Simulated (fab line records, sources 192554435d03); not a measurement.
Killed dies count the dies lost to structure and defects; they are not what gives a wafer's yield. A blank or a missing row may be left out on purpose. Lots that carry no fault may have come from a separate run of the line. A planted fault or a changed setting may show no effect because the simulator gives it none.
Split-lot experiment	flow n5 finfet	7 lots, 39 wafers read, on a route of 1938 steps

## THE SPLIT ITSELF
At N5_DUMMY_GATE_ETCH_37 (etches SOC in N2/H2, target depth 60 nm, overetch 30 nm), the setting source w was moved away from the recipe's 840 W on 15 of the 39 wafers read, by -12.1% to +11.5%. The other wafers ran this setting at the recipe's value.

Reading taken at the split's own step.

## THE READING
rf vpp V, in V, at N5_DUMMY_GATE_ETCH_37 (etches SOC in N2/H2, target depth 60 nm, overetch 30 nm). On this fab line, fault-free wafers typically give 524.5 V with a standard deviation of 1.8 V.

wafer	tool, chamber at the split	source w as run, W	against the recipe	rf vpp V, V	against lot-mates on the recipe
L074.1	rie diel-02, 2	840	recipe	524.0	-
L074.2	rie diel-02, 1	840	recipe	526.1	-
L074.3	rie diel-02, 3	840	recipe	526.6	-
L074.4	rie diel-02, 0	840	recipe	519.3	-
L074.5	rie diel-02, 1	840	recipe	526.1	-
L074.6	rie diel-02, 0	840	recipe	519.4	-
L075.2	rie diel-04, 1	840	recipe	523.1	-
L075.4	rie diel-04, 1	840	recipe	522.3	-
L075.6	rie diel-04, 2	840	recipe	524.4	-
L080.1	rie diel-02, 1	840	recipe	526.7	-
L080.2	rie diel-02, 3	759.2	-9.6%	544.1	+20.1
L080.3	rie diel-02, 2	840	recipe	525.2	-
L080.4	rie diel-02, 0	840	recipe	520.0	-
L080.5	rie diel-02, 0	759.2	-9.6%	538.0	+14.0
L080.6	rie diel-02, 3	759.2	-9.6%	545.8	+21.8
L087.1	rie diel-04, 3	738.1	-12.1%	549.3	+24.6
L087.2	rie diel-04, 2	738.1	-12.1%	549.1	+24.4
L087.3	rie diel-04, 0	840	recipe	523.9	-
L087.4	rie diel-04, 0	738.1	-12.1%	545.5	+20.8
L087.5	rie diel-04, 3	840	recipe	524.4	-
L087.6	rie diel-04, 2	840	recipe	525.7	-
L089.1	rie diel-04, 0	883.1	+5.1%	516.0	-8.7
L089.2	rie diel-04, 2	840	recipe	523.8	-
L089.3	rie diel-04, 3	840	recipe	525.0	-
L089.4	rie diel-04, 3	840	recipe	525.2	-
L089.5	rie diel-04, 0	883.1	+5.1%	515.4	-9.3
L089.6	rie diel-04, 2	883.1	+5.1%	516.0	-8.7
L090.1	rie diel-05, 1	936.7	+11.5%	504.4	-21.2
L090.2	rie diel-05, 2	936.7	+11.5%	506.9	-18.7
L090.3	rie diel-05, 0	840	recipe	525.9	-
L090.4	rie diel-05, 3	936.7	+11.5%	504.7	-20.9
L090.5	rie diel-05, 1	840	recipe	524.3	-
L090.6	rie diel-05, 2	840	recipe	526.5	-
L093.1	rie diel-04, 2	891.1	+6.1%	514.4	-10.0
L093.2	rie diel-04, 1	891.1	+6.1%	511.6	-12.8
L093.3	rie diel-04, 3	840	recipe	525.6	-
L093.4	rie diel-04, 0	891.1	+6.1%	513.7	-10.7
L093.5	rie diel-04, 1	840	recipe	522.1	-
L093.6	rie diel-04, 0	840	recipe	525.4	-

FIT RESULTS
A straight line over all 39 wafers: rf vpp V changes by -1.82 V for each +1% of source w; r = -0.98; the points scatter about the line by 2.2 V.
The same after taking each lot's own level away (the mean of its wafers on the recipe; 39 wafers): -1.86 V for each +1%; r = -0.98; scatter 2 V.
On that fit, the largest move of source w shifts the reading by 23 V.
The span of the lots' own levels, 523.27 to 525.57 V, comes to 1.3 times the standard deviation stated above.
So the lot-to-lot level changes the slope little: the two slopes agree.
Check: +22.5 V against its lot-mates is what the line predicts for one of the wafers moved furthest among these (-12.1%) when that wafer is left out of the fit. Against them it came out at +24.6 V.
Tool readings at the split's step, against how far the setting was moved: rf vpp V r = -0.98.

## OTHER SPLITS ON THESE WAFERS
These wafers also went through other splits before the reading. Each is held against what the fit with the lots' levels taken away leaves over:
other split on the same wafers	wafers away from the commonest value	r with rf vpp V (lot level and that fit taken away)
N5_ZERO_LAYER_PECVD_02 target thk a	9	+0.14
N5_FIN_SAQP_HM_DEP_72 time s	12	-0.07
N5_DUMMY_GATE_EXPOSE_12 dose mj	18	+0.17

## THE FILE'S OWN FIT
rf vpp V changes by -1.85 V for each +1% of source w, r = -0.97.
